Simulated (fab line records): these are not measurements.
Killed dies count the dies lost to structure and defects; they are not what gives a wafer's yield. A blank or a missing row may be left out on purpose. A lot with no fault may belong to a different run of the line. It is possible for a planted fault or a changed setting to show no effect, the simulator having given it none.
fab line records	flow n5_finfet	part 1 of 2: steps 1 to 16 of 26
record: lots: 5	wafers: 15	last_day: 19
route steps=1938 shown BEOL_M6@1230
lots that met no fault: from a run of the same line without faults
start_h: start of the lot's first displayed wafer, in hours after the record's first day	wait_h: hours elapsed since this lot's preceding step	" identical to the entry in the row above	L1.1+2: a single row standing in for several wafers	- no value present, or no start provided	* or withheld: withheld	< > ~ a bound
route shown NAME@n: names a module that has steps shown in the file, with the first one's number in the route	usual: average and standard deviation across the fault-free wafers	same: alike in all rows	chamber/n: place in a boat	sites: the reading at each site	_std_site: the standard deviation of these	_edge_site: inner sites' mean taken away from outer sites' mean	radius_mm: for every site, how far away it sits from the centre of the wafer	mask NAME#n: copy n	behind: the most recent tool/chamber to have shaped the wafer	hold: why the lot went on hold/how many hours it stayed there/how the hold came to an end	device: transistor that didn't switch, given as n, p or np	end of line: the tests these same wafers got at the end of their route	where a step has no rows: the recipe by itself	killed: count of dies lost to structure and defects at first sort (not the wafer's yield)	map: per-die view of a wafer (x killed, . not killed, _ where there is no die)
set.NAME: the setting the step ran with; set.NAME@STEP: the setting that earlier step ran with	model.NAME: the simulator's own value behind a step, which no gauge read
a table for each step, a row for each wafer; lots at some steps of the route
services: the hour from which a tool's chamber was out of use, counted from the record's first day as start_h (under 0 if before that day), plus the number of hours and why
== steps ==
step: N5_BEOL_M6_DESCUM_33
recipe: chemistry: O2	time_s: 7	source_power_w: 50	bias_power_w: 20	pressure_mtorr: 20	rf_frequency_hz: 2.712e+07	temp_c: 40	resist: CAR-EUV	o2_flow_sccm: 225
usual: drypump_motor_current_A: 5.5/0.34	oes_product_au: 0.75/0.071	rf_vpp_V: 242.9/1.3	showerhead_plenum_p_Torr: 2.08/0.069	temp_c: 39.98/0.1	throttle_valve_pct: 20.62/0.27
lot.wafer	tool	chamber	start_h	wait_h	drypump_motor_current_A	oes_product_au	rf_hours_counter_h	rf_vpp_V	showerhead_plenum_p_Torr	temp_c	throttle_valve_pct
L080.2	rie_diel-06	2	242.89	0.0	5.1	0.69	220	244.4	2.14	39.94	20.42
L080.4	"	0	"	"	5.2	0.69	230	244.6	2.17	40.00	20.99
L080.6	"	3	"	"	5.9	0.73	-	241.3	1.99	40.03	20.51
L088.1	rie_diel-06	1	278.73	0.0	5.2	0.91	31	242.9	2.03	40.01	20.21
L088.5	"	3	"	"	5.9	0.73	-	241.6	1.98	39.92	20.54
L088.6	"	2	"	"	5.1	0.67	-	244.9	2.14	39.86	20.45
L091.1	rie_diel-02	3	300.54	0.0	5.1	0.70	222	244.3	2.17	39.96	21.04
L091.3	"	1	"	"	5.2	0.74	184	242.1	2.09	40.03	20.60
L091.4	"	2	"	"	5.3	0.68	238	240.8	1.98	40.04	20.99
L094.1	rie_diel-02	1	340.32	0.0	5.2	0.72	200	242.2	2.09	40.06	20.62
L094.2	"	0	"	"	6.2	0.73	211	240.4	1.99	39.90	20.35
L094.4	"	3	"	"	5.1	0.70	-	243.4	2.17	40.03	21.06
L097.1	rie_diel-02	1	364.35	0.0	5.2	0.72	210	242.6	2.08	39.92	20.61
L097.2	"	3	"	"	5.1	0.69	247	245.0	2.16	39.90	21.07
L097.6	"	0	"	"	6.1	0.72	-	241.5	1.98	40.00	20.36
step: N5_BEOL_M6_ETCH_72
recipe: chemistry: N2/H2	target: underlayer	target_depth_a: 65	mask_material: CAR-EUV	time_s: 5.2	ion_energy_ev: 200	pressure_mtorr: 30	source_w: 840	bias_w: 150	n2_flow_sccm: 200	h2_flow_sccm: 200	ends: cleared
usual: drypump_motor_current_A: 5.5/0.34	etch_rf_on_time_s: 5.23/0.11	oes_product_au: 0.64/0.062	rf_vpp_V: 523.4/2.6	showerhead_plenum_p_Torr: 2.53/0.079	throttle_valve_pct: 18.06/0.24
lot.wafer	tool	chamber	start_h	wait_h	drypump_motor_current_A	etch_rf_on_time_s	oes_product_au	rf_hours_counter_h	rf_vpp_V	showerhead_plenum_p_Torr	throttle_valve_pct
L080.2	rie_diel-06	2	242.92	0.0	5.1	5.31	0.58	220	527.0	2.61	17.94
L080.4	"	0	"	"	5.2	5.34	0.58	230	526.2	2.61	18.16
L080.6	"	3	"	"	5.9	5.23	0.62	-	520.0	2.44	18.15
L088.1	rie_diel-06	1	278.76	0.0	5.2	5.07	0.80	31	521.2	2.48	17.69
L088.5	"	3	"	"	5.9	5.19	0.63	-	518.5	2.43	18.17
L088.6	"	2	"	"	5.1	5.31	0.58	-	523.5	2.61	18.00
L091.1	rie_diel-02	3	300.57	0.0	5.1	5.35	0.60	222	527.1	2.63	18.51
L091.3	"	1	"	"	5.3	5.34	0.62	184	524.4	2.54	17.92
L091.4	"	2	"	"	5.3	5.22	0.58	238	519.0	2.39	18.35
L094.1	rie_diel-02	1	340.35	0.0	5.2	5.32	0.61	200	521.8	2.53	17.93
L094.2	"	0	"	"	6.1	5.29	0.62	211	520.8	2.41	17.86
L094.4	"	3	"	"	5.1	5.23	0.60	-	526.4	2.63	18.52
L097.1	rie_diel-02	1	364.38	0.0	5.2	5.33	0.59	210	522.3	2.52	17.98
L097.2	"	3	"	"	5.1	5.27	0.59	247	527.3	2.62	18.54
L097.6	"	0	"	"	6.1	5.30	0.60	-	520.0	2.41	17.91
step: N5_BEOL_M6_ETCH_65
recipe: chemistry: CF4	target: SiARC	target_depth_a: 156	mask_material: CAR-EUV	time_s: 26	ion_energy_ev: 80	pressure_mtorr: 40	source_w: 545	bias_w: 36	Ar_flow_sccm: 100	cf4_flow_sccm: 100	ends: cleared
usual: drypump_motor_current_A: 5.5/0.34	etch_rf_on_time_s: 26.1/0.44	oes_product_au: 0.64/0.061	rf_vpp_V: 184.0/1.2	showerhead_plenum_p_Torr: 2.13/0.06	throttle_valve_pct: 15.83/0.21
lot.wafer	tool	chamber	start_h	wait_h	drypump_motor_current_A	etch_rf_on_time_s	oes_product_au	rf_hours_counter_h	rf_vpp_V	showerhead_plenum_p_Torr	throttle_valve_pct
L080.2	rie_diel-06	2	242.94	0.0	5.1	26.5	0.58	220	185.3	2.21	15.81
L080.4	"	0	"	"	5.2	26.8	0.59	230	184.5	2.20	16.06
L080.6	"	3	"	"	5.9	25.8	0.63	-	182.3	2.06	15.83
L088.1	rie_diel-06	1	278.78	0.0	5.2	25.7	0.78	31	183.9	2.11	15.47
L088.5	"	3	"	"	5.9	26.1	0.61	-	182.7	2.05	15.85
L088.6	"	2	"	"	5.1	26.2	0.58	-	185.9	2.20	15.82
L091.1	rie_diel-02	3	300.59	0.0	5.1	26.6	0.60	222	186.3	2.20	16.06
L091.3	"	1	"	"	5.3	26.2	0.62	184	183.3	2.14	15.72
L091.4	"	2	"	"	5.3	26.0	0.59	238	182.4	2.04	16.21
L094.1	rie_diel-02	1	340.37	0.0	5.2	26.5	0.61	200	185.1	2.13	15.75
L094.2	"	0	"	"	6.1	26.4	0.61	211	183.2	2.04	15.68
L094.4	"	3	"	"	5.1	26.2	0.59	-	184.1	2.19	16.09
L097.1	rie_diel-02	1	364.40	0.0	5.2	26.4	0.61	210	183.7	2.13	15.78
L097.2	"	3	"	"	5.1	26.0	0.59	247	184.6	2.19	16.13
L097.6	"	0	"	"	6.1	26.1	0.62	-	183.2	2.04	15.71
step: N5_BEOL_M6_ETCH_66
recipe: chemistry: N2/H2	target: SOC	target_depth_a: 800	overetch_a: 160	mask_material: SiARC	temp_c: 40	time_s: 120	ion_energy_ev: 200	pressure_mtorr: 30	source_w: 840	bias_w: 150	n2_flow_sccm: 200	h2_flow_sccm: 200
usual: drypump_motor_current_A: 5.5/0.34	oes_product_au: 0.57/0.052	rf_vpp_V: 523.5/2.4	showerhead_plenum_p_Torr: 2.53/0.079	temp_c: 39.99/0.12	throttle_valve_pct: 18.02/0.24
lot.wafer	tool	chamber	start_h	wait_h	drypump_motor_current_A	oes_product_au	rf_hours_counter_h	rf_vpp_V	showerhead_plenum_p_Torr	temp_c	throttle_valve_pct
L080.2	rie_diel-06	2	242.97	0.0	5.1	0.52	220	525.4	2.61	39.96	17.93
L080.4	"	0	"	"	5.2	0.53	230	526.7	2.61	40.03	18.10
L080.6	"	3	"	"	5.9	0.56	-	519.7	2.44	40.02	18.10
L088.1	rie_diel-06	1	278.81	0.0	5.2	0.69	31	522.1	2.48	39.90	17.64
L088.5	"	3	"	"	5.9	0.55	-	519.6	2.43	40.07	18.14
L088.6	"	2	"	"	5.2	0.53	-	526.9	2.61	40.07	17.96
L091.1	rie_diel-02	3	300.62	0.0	5.1	0.55	222	526.5	2.63	39.83	18.47
L091.3	"	1	"	"	5.2	0.56	184	522.8	2.54	40.01	17.89
L091.4	"	2	"	"	5.3	0.53	238	518.6	2.39	39.94	18.32
L094.1	rie_diel-02	1	340.40	0.0	5.2	0.55	200	523.0	2.53	39.96	17.90
L094.2	"	0	"	"	6.2	0.56	211	521.3	2.41	40.01	17.84
L094.4	"	3	"	"	5.1	0.54	-	526.6	2.63	40.21	18.48
L097.1	rie_diel-02	1	364.43	0.0	5.2	0.54	210	523.5	2.52	40.12	17.90
L097.2	"	3	"	"	5.1	0.53	247	525.9	2.62	39.92	18.51
L097.6	"	0	"	"	6.1	0.56	-	521.1	2.41	40.04	17.86
step: N5_BEOL_M6_STRIP_69
recipe: chemistry: N2/H2	temp_c: 40	n2_flow_sccm: 200	h2_flow_sccm: 200	rf_frequency_hz: 6e+07
lot.wafer	tool	chamber	start_h	wait_h
L080.2+4+6	rie_diel-06	2,0,3	243.05	0.0
L088.1+5+6	rie_diel-06	1,3,2	278.89	0.0
L091.1+3+4	rie_diel-02	3,1,2	300.70	0.0
L094.1+2+4	rie_diel-02	1,0,3	340.48	0.0
L097.1+2+6	rie_diel-02	1,3,0	364.51	0.0
step: N5_BEOL_M6_STRIP_73
recipe: chemistry: N2/H2	temp_c: 40	n2_flow_sccm: 200	h2_flow_sccm: 200	rf_frequency_hz: 6e+07
lot.wafer	tool	chamber	start_h	wait_h
L080.2+4+6	rie_diel-06	2,0,3	243.06	0.0
L088.1+5+6	rie_diel-06	1,3,2	278.90	0.0
L091.1+3+4	rie_diel-02	3,1,2	300.71	0.0
L094.1+2+4	rie_diel-02	1,0,3	340.49	0.0
L097.1+2+6	rie_diel-02	1,3,0	364.52	0.0
step: N5_BEOL_M6_VIA_ETCH_34
recipe: chemistry: C4F6/O2	target: SiCOH_lowk	target_depth_a: 1263	mask_material: SOC	taper_deg: 4	time_s: 50.9	ion_energy_ev: 250	pressure_mtorr: 30	source_w: 345	bias_w: 185	Ar_flow_sccm: 300	C4F6_flow_sccm: 10	O2_flow_sccm: 10
usual: drypump_motor_current_A: 5.5/0.34	oes_product_au: 0.75/0.073	rf_vpp_V: 665/14	showerhead_plenum_p_Torr: 2.84/0.084	throttle_valve_pct: 21.13/0.18
lot.wafer	tool	chamber	start_h	wait_h	drypump_motor_current_A	oes_product_au	rf_hours_counter_h	rf_vpp_V	showerhead_plenum_p_Torr	throttle_valve_pct
L080.2	rie_diel-06	2	243.07	0.0	5.1	0.68	220	668	2.95	21.15
L080.4	"	0	"	"	5.2	0.68	230	653	2.92	21.28
L080.6	"	3	"	"	5.9	0.74	-	643	2.73	21.10
L088.1	rie_diel-06	1	278.91	0.0	5.2	0.93	31	676	2.82	20.93
L088.5	"	3	"	"	5.9	0.71	-	645	2.73	21.12
L088.6	"	2	"	"	5.1	0.68	-	670	2.95	21.19
L091.1	rie_diel-02	3	300.72	0.0	5.1	0.70	222	686	2.93	21.39
L091.3	"	1	"	"	5.2	0.73	184	655	2.83	20.92
L091.4	"	2	"	"	5.3	0.67	238	682	2.70	21.43
L094.1	rie_diel-02	1	340.50	0.0	5.2	0.71	200	656	2.82	20.95
L094.2	"	0	"	"	6.1	0.72	211	652	2.72	20.92
L094.4	"	3	"	"	5.1	0.70	-	686	2.93	21.42
L097.1	rie_diel-02	1	364.53	0.0	5.2	0.71	210	654	2.82	20.98
L097.2	"	3	"	"	5.1	0.70	248	686	2.92	21.45
L097.6	"	0	"	"	6.2	0.72	-	651	2.72	20.94
step: N5_BEOL_M6_STRIP_76
recipe: chemistry: C4F6/O2	resist: SiARC	rf_frequency_hz: 6e+07
lot.wafer	tool	chamber	start_h	wait_h
L080.2+4+6	rie_diel-06	2,0,3	243.11	0.0
L088.1+5+6	rie_diel-06	1,3,2	278.95	0.0
L091.1+3+4	rie_diel-02	3,1,2	300.76	0.0
L094.1+2+4	rie_diel-02	1,0,3	340.54	0.0
L097.1+2+6	rie_diel-02	1,3,0	364.57	0.0
step: N5_BEOL_M6_STRIP_36
recipe: chemistry: N2/H2	power_w: 450	temp_c: 40	pressure_mtorr: 20	rf_frequency_hz: 6e+07	overash_fraction: 0.3	bias_power_w: 7	h2_frac: 0.5	n2_flow_sccm: 200	h2_flow_sccm: 200
usual: drypump_motor_current_A: 5.5/0.34	oes_product_au: 0.75/0.072	rf_vpp_V: 59.1/1.5	showerhead_plenum_p_Torr: 2.52/0.08	temp_c: 40.01/0.11	throttle_valve_pct: 23.8/0.3
lot.wafer	tool	chamber	start_h	wait_h	drypump_motor_current_A	oes_product_au	rf_hours_counter_h	rf_vpp_V	showerhead_plenum_p_Torr	temp_c	throttle_valve_pct
L080.2	rie_diel-06	2	243.12	0.0	5.1	0.68	220	59.3	2.61	39.99	23.6
L080.4	"	0	"	"	5.2	0.68	230	59.6	2.60	39.99	23.8
L080.6	"	3	"	"	5.9	0.73	-	60.1	2.43	39.92	24.0
L088.1	rie_diel-06	1	278.96	0.0	5.2	0.93	32	58.8	2.48	39.92	23.5
L088.5	"	3	"	"	5.9	0.72	-	60.2	2.43	40.03	24.1
L088.6	"	2	"	"	5.1	0.67	-	61.4	2.60	40.00	23.6
L091.1	rie_diel-02	3	300.77	0.0	5.1	0.70	222	60.5	2.63	40.01	24.4
L091.3	"	1	"	"	5.3	0.73	184	61.1	2.53	40.11	23.7
L091.4	"	2	"	"	5.3	0.68	238	57.8	2.38	39.96	24.1
L094.1	rie_diel-02	1	340.55	0.0	5.2	0.72	200	57.6	2.52	39.79	23.7
L094.2	"	0	"	"	6.1	0.74	211	57.5	2.41	40.25	23.6
L094.4	"	3	"	"	5.1	0.70	-	56.3	2.62	40.01	24.4
L097.1	rie_diel-02	1	364.58	0.0	5.2	0.71	210	59.6	2.52	39.96	23.7
L097.2	"	3	"	"	5.1	0.70	248	60.4	2.62	40.05	24.4
L097.6	"	0	"	"	6.2	0.71	-	58.8	2.40	40.07	23.6
step: N5_BEOL_M6_TRENCH_ETCH_37
recipe: chemistry: C4F6/O2	target_depth_a: 944.35	target: SiCOH_lowk	time_s: 31.5	ion_energy_ev: 250	pressure_mtorr: 30	source_w: 345	bias_w: 185	Ar_flow_sccm: 300	C4F6_flow_sccm: 10	O2_flow_sccm: 10
usual: drypump_motor_current_A: 5.5/0.34	oes_product_au: 0.74/0.073	rf_vpp_V: 665/14	showerhead_plenum_p_Torr: 2.84/0.084	throttle_valve_pct: 21.16/0.18
lot.wafer	tool	chamber	start_h	wait_h	drypump_motor_current_A	oes_product_au	rf_hours_counter_h	rf_vpp_V	showerhead_plenum_p_Torr	throttle_valve_pct
L080.2	rie_diel-06	2	-	-	5.1	0.68	220	668	2.95	21.19
L080.4	"	0	"	"	5.2	0.68	230	654	2.92	21.31
L080.6	"	3	"	"	5.9	0.73	-	643	2.73	21.12
L088.1	rie_diel-06	1	-	-	5.2	0.93	32	677	2.82	20.96
L088.5	"	3	"	"	5.9	0.71	-	643	2.73	21.16
L088.6	"	2	"	"	5.1	0.67	-	669	2.95	21.21
L091.1	rie_diel-02	3	-	-	5.1	0.69	222	686	2.93	21.44
L091.3	"	1	"	"	5.3	0.72	184	656	2.83	20.96
L091.4	"	2	"	"	5.3	0.68	238	683	2.70	21.47
L094.1	rie_diel-02	1	-	-	5.2	0.71	200	654	2.82	20.98
L094.2	"	0	"	"	6.2	0.72	211	653	2.72	20.95
L094.4	"	3	"	"	5.1	0.69	-	686	2.93	21.47
L097.1	rie_diel-02	1	-	-	5.3	0.71	210	656	2.82	20.97
L097.2	"	3	"	"	5.1	0.69	248	685	2.92	21.47
L097.6	"	0	"	"	6.2	0.72	-	652	2.72	20.99
step: N5_BEOL_M6_ETCH_41
recipe: chemistry: CH3F/O2	target: SiCN	target_depth_a: 297	taper_deg: 2	time_s: 52	ion_energy_ev: 120	mask_material: TiN	pressure_mtorr: 30	source_w: 395	bias_w: 75	Ar_flow_sccm: 150	CH3F_flow_sccm: 30	O2_flow_sccm: 20
usual: drypump_motor_current_A: 5.5/0.34	oes_product_au: 0.74/0.071	rf_vpp_V: 297.1/1.4	showerhead_plenum_p_Torr: 1.99/0.062	throttle_valve_pct: 16.55/0.19
lot.wafer	tool	chamber	start_h	wait_h	drypump_motor_current_A	oes_product_au	rf_hours_counter_h	rf_vpp_V	showerhead_plenum_p_Torr	throttle_valve_pct
L080.2	rie_diel-06	2	-	-	5.1	0.69	220	298.4	2.08	16.59
L080.4	"	0	"	"	5.2	0.69	230	299.0	2.06	16.74
L080.6	"	3	"	"	5.9	0.73	-	297.0	1.91	16.52
L088.1	rie_diel-06	1	-	-	5.2	0.91	32	295.8	1.97	16.23
L088.5	"	3	"	"	5.9	0.72	-	296.8	1.91	16.53
L088.6	"	2	"	"	5.1	0.67	-	298.4	2.07	16.59
L091.1	rie_diel-02	3	-	-	5.1	0.71	222	298.8	2.06	16.81
L091.3	"	1	"	"	5.2	0.73	184	295.4	1.99	16.39
L091.4	"	2	"	"	5.3	0.68	239	296.2	1.89	16.86
L094.1	rie_diel-02	1	-	-	5.2	0.71	200	297.1	1.98	16.42
L094.2	"	0	"	"	6.1	0.72	211	295.4	1.91	16.40
L094.4	"	3	"	"	5.1	0.70	-	299.2	2.06	16.86
L097.1	rie_diel-02	1	-	-	5.2	0.71	210	295.6	1.98	16.45
L097.2	"	3	"	"	5.1	0.69	248	299.2	2.05	16.89
L097.6	"	0	"	"	6.2	0.71	-	296.1	1.91	16.40
step: N5_BEOL_M6_STRIP_80
recipe: chemistry: N2/H2	time_s: 10	power_w: 450	temp_c: 40	pressure_mtorr: 20	rf_frequency_hz: 6e+07	bias_power_w: 7	n2_flow_sccm: 200	h2_flow_sccm: 200
usual: drypump_motor_current_A: 5.5/0.34	oes_product_au: 0.75/0.069	rf_vpp_V: 59.1/0.84	showerhead_plenum_p_Torr: 2.52/0.08	temp_c: 39.99/0.11	throttle_valve_pct: 23.8/0.3
lot.wafer	tool	chamber	start_h	wait_h	drypump_motor_current_A	oes_product_au	rf_hours_counter_h	rf_vpp_V	showerhead_plenum_p_Torr	temp_c	throttle_valve_pct
L080.2	rie_diel-06	2	-	-	5.1	0.68	220	58.4	2.61	40.16	23.6
L080.4	"	0	"	"	5.2	0.69	230	60.4	2.60	40.12	23.8
L080.6	"	3	"	"	5.9	0.73	-	58.2	2.43	40.00	24.1
L088.1	rie_diel-06	1	-	-	5.2	0.92	32	58.4	2.48	40.04	23.6
L088.5	"	3	"	"	5.9	0.73	-	56.8	2.43	39.88	24.1
L088.6	"	2	"	"	5.1	0.68	-	61.4	2.60	39.80	23.6
L091.1	rie_diel-02	3	-	-	5.1	0.71	222	58.9	2.63	39.87	24.4
L091.3	"	1	"	"	5.2	0.74	184	58.3	2.53	40.13	23.7
L091.4	"	2	"	"	5.3	0.69	239	58.0	2.38	39.96	24.1
L094.1	rie_diel-02	1	-	-	5.2	0.72	200	59.3	2.52	39.98	23.7
L094.2	"	0	"	"	6.1	0.72	211	59.5	2.41	39.88	23.5
L094.4	"	3	"	"	5.1	0.70	-	60.2	2.62	40.15	24.4
L097.1	rie_diel-02	1	-	-	5.2	0.71	210	60.5	2.52	39.95	23.7
L097.2	"	3	"	"	5.1	0.70	248	59.2	2.62	40.10	24.5
L097.6	"	0	"	"	6.2	0.72	-	58.7	2.40	40.10	23.6
step: N5_BEOL_M6_OCD_MEAS_38
usual: trench_depth_nm: 93.5/1.7
lot.wafer	tool	chamber	start_h	wait_h	trench_depth_nm
L080.2	ocd-01	-	243.32	-	93.5
L080.4	"	-	"	"	90.5
L080.6	"	-	"	"	93.3
L088.1	ocd-02	-	279.16	-	96.7
L088.5	"	-	"	"	92.7
L088.6	"	-	"	"	93.1
L091.1	ocd-02	-	300.96	-	91.2
L091.3	"	-	"	"	92.9
L091.4	"	-	"	"	92.5
L094.1	ocd-02	-	340.74	-	91.8
L094.2	"	-	"	"	92.7
L094.4	"	-	"	"	92.1
L097.1	ocd-01	-	364.77	-	93.6
L097.2	"	-	"	"	93.8
L097.6	"	-	"	"	93.6
step: N5_BEOL_M6_HM_STRIP_39
recipe: chemistry: peroxide_tin_strip	material: TiN	target_depth_a: 250	temp_c: 50	time_s: 158
usual: temp_c: 50.00/0.12
lot.wafer	tool	chamber	start_h	wait_h	temp_c
L080.2	wet_bench-04	5	243.35	0.0	49.97
L080.4	"	3	"	"	49.99
L080.6	"	0	"	"	50.27
L088.1	wet_bench-04	5	279.20	0.0	49.91
L088.5	"	1	"	"	49.90
L088.6	"	6	"	"	49.92
L091.1	wet_bench-04	6	301.00	0.0	49.91
L091.3	"	7	"	"	49.93
L091.4	"	5	"	"	50.13
L094.1	wet_bench-06	0	340.78	0.0	49.76
L094.2	"	1	"	"	50.08
L094.4	"	4	"	"	50.00
L097.1	wet_bench-06	3	364.80	0.0	50.07
L097.2	"	5	"	"	49.97
L097.6	"	2	"	"	50.02
step: N5_BEOL_M6_SRD_40
recipe: time_s: 30	temp_c: 23	rinse_liquid: diw	dry: ipa_marangoni
usual: temp_c: 23.00/0.1
lot.wafer	tool	chamber	start_h	wait_h	temp_c
L080.2	wet_bench-04	5	243.39	0.0	22.99
L080.4	"	3	"	"	23.06
L080.6	"	0	"	"	23.06
L088.1	wet_bench-04	5	279.25	0.0	23.02
L088.5	"	1	"	"	23.06
L088.6	"	6	"	"	23.07
L091.1	wet_bench-04	6	301.04	0.0	23.09
L091.3	"	7	"	"	23.04
L091.4	"	5	"	"	22.99
L094.1	wet_bench-06	0	340.82	0.0	23.06
L094.2	"	1	"	"	22.84
L094.4	"	4	"	"	23.06
L097.1	wet_bench-06	3	364.85	0.0	22.91
L097.2	"	5	"	"	23.28
L097.6	"	2	"	"	22.99
step: N5_BEOL_M6_PRECLEAN_42
recipe: chemistry: residue_remover	time_s: 60	temp_c: 40
usual: temp_c: 40.01/0.1
lot.wafer	tool	chamber	start_h	wait_h	temp_c
L080.2	wet_bench-04	5	243.41	0.0	39.96
L080.4	"	3	"	"	40.14
L080.6	"	0	"	"	40.02
L088.1	wet_bench-04	5	279.27	0.0	39.95
L088.5	"	1	"	"	39.88
L088.6	"	6	"	"	39.99
L091.1	wet_bench-04	6	301.06	0.0	39.84
L091.3	"	7	"	"	39.93
L091.4	"	5	"	"	40.01
L094.1	wet_bench-06	0	340.84	0.0	40.12
L094.2	"	1	"	"	40.00
L094.4	"	4	"	"	40.10
L097.1	wet_bench-06	3	364.87	0.0	40.08
L097.2	"	5	"	"	39.89
L097.6	"	2	"	"	39.97
